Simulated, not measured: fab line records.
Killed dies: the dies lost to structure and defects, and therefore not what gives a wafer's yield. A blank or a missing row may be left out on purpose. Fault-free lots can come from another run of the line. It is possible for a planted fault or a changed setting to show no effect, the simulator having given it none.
Matching of chambers	flow nand-harc	4 sister chambers for NHARC_A_CHANNEL_FILL_D1_ALD_16 on ald-hk-02
The step deposits SiO2, target thk 1.5 nm, pulse time 10 s, ald cycles 15. 4 wafers are shown with their chamber, then 10 later ones without.

== WAFERS PAIRED WITH THEIR CHAMBERS ==
wafer	chamber	heater-power-w (W)
L919.6	1	516
L922.4	0	430
L924.2	2	515
L924.4	3	421

== WAFERS WITHOUT THEIR CHAMBER ==
wafer	heater-power-w (W)
L924.5	524
L936.1	404
L936.3	512
L936.6	502
L937.1	516
L937.4	410
L937.5	493
L939.1	510
L939.3	415
L939.5	526

== CHAMBER TAKEN BY EACH ==
wafer	from the rows above	in truth
L924.5	can't be placed: 1 or 2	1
L936.1	can't be placed: 3 or 0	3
L936.3	can't be placed: 2 or 1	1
L936.6	can't be placed: 2 or 1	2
L937.1	can't be placed: 1 or 2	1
L937.4	can't be placed: 3 or 0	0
L937.5	can't be placed: 2 or 1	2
L939.1	can't be placed: 2 or 1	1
L939.3	can't be placed: 3 or 0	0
L939.5	can't be placed: 1 or 2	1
Placed correctly: 0 of 10. Unplaceable from these rows: 10, with the true chamber sitting among the candidates in 10. Placed wrongly: 0.
How it was worked out, from the rows above alone: a wafer's distance from a chamber is the root of the sum, over the readings, of the square of ((its reading less the chamber's mean) divided by the reading's scatter). If the next closest chamber is less than 2 further off than the closest, the wafer can't be placed; otherwise it belongs to the closest. A chamber's mean is the mean of its shown wafers. The scatter: with one shown wafer a chamber, the root of the mean of the squares of how far each hidden wafer lies from its nearest shown one.
